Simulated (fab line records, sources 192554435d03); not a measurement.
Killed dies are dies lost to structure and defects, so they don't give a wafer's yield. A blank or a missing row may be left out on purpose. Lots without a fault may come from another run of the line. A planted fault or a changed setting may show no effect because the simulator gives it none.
Chamber matching | flow n5_finfet | N5_DUMMY_GATE_ALD_02 on ald_sin-04: 4 sister chambers
The step deposits SiO2, target thk 2 nm, pulse time 1 s. 8 wafers are shown with their chamber, then 12 later ones without.

WAFERS WITH THEIR CHAMBER
wafer  | chamber | heater_power_w (W) | precursor_pulse_height_rel
L083.1 | 2       | 549                | 0.967
L086.3 | 1       | 499                | 1.024
L086.5 | 3       | 430                | 0.994
L087.3 | 3       | 441                | 1.004
L087.4 | 2       | 525                | 1.037
L088.1 | 1       | 517                | 1.020
L088.4 | 0       | 457                | 1.004
L088.5 | 0       | 452                | 1.024

WAFERS WITHOUT THEIR CHAMBER
wafer  | heater_power_w (W) | precursor_pulse_height_rel
L089.1 | 543                | 0.965
L089.2 | 460                | 1.025
L089.6 | 556                | 1.008
L090.3 | 541                | 0.990
L090.4 | 511                | 1.000
L090.5 | 501                | 0.997
L092.1 | 467                | 0.962
L092.2 | 442                | 1.006
L092.5 | 466                | 0.983
L095.1 | 540                | 0.995
L095.3 | 506                | 0.976
L095.6 | 533                | 0.988

WHICH CHAMBER EACH WENT THROUGH
wafer  | from the rows above          | in truth
L089.1 | 2                            | 2
L089.2 | can't be placed: 0 or 3      | 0
L089.6 | 2                            | 2
L090.3 | 2                            | 2
L090.4 | can't be placed: 1 or 2      | 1
L090.5 | 1                            | 1
L092.1 | can't be placed: 0 or 3 or 1 | 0
L092.2 | can't be placed: 3 or 0      | 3
L092.5 | can't be placed: 0 or 3      | 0
L095.1 | 2                            | 2
L095.3 | can't be placed: 1 or 2      | 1
L095.6 | can't be placed: 2 or 1      | 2
Placed correctly: 5 of 12. Can't be placed from these rows: 7 (the true chamber is among the candidates in 7). Placed wrongly: 0.
How it was worked out, from the rows above alone: a wafer's distance from a chamber is the root of the sum, over the readings, of the square of ((its reading less the chamber's mean) divided by the reading's scatter). The wafer belongs to the nearest chamber; if the next one is less than 2 further off, it can't be placed. A chamber's mean is the mean of its shown wafers. The scatter: the root of (the sum of the squares of (reading less its chamber's mean) over the shown wafers, divided by (wafers less chambers)).
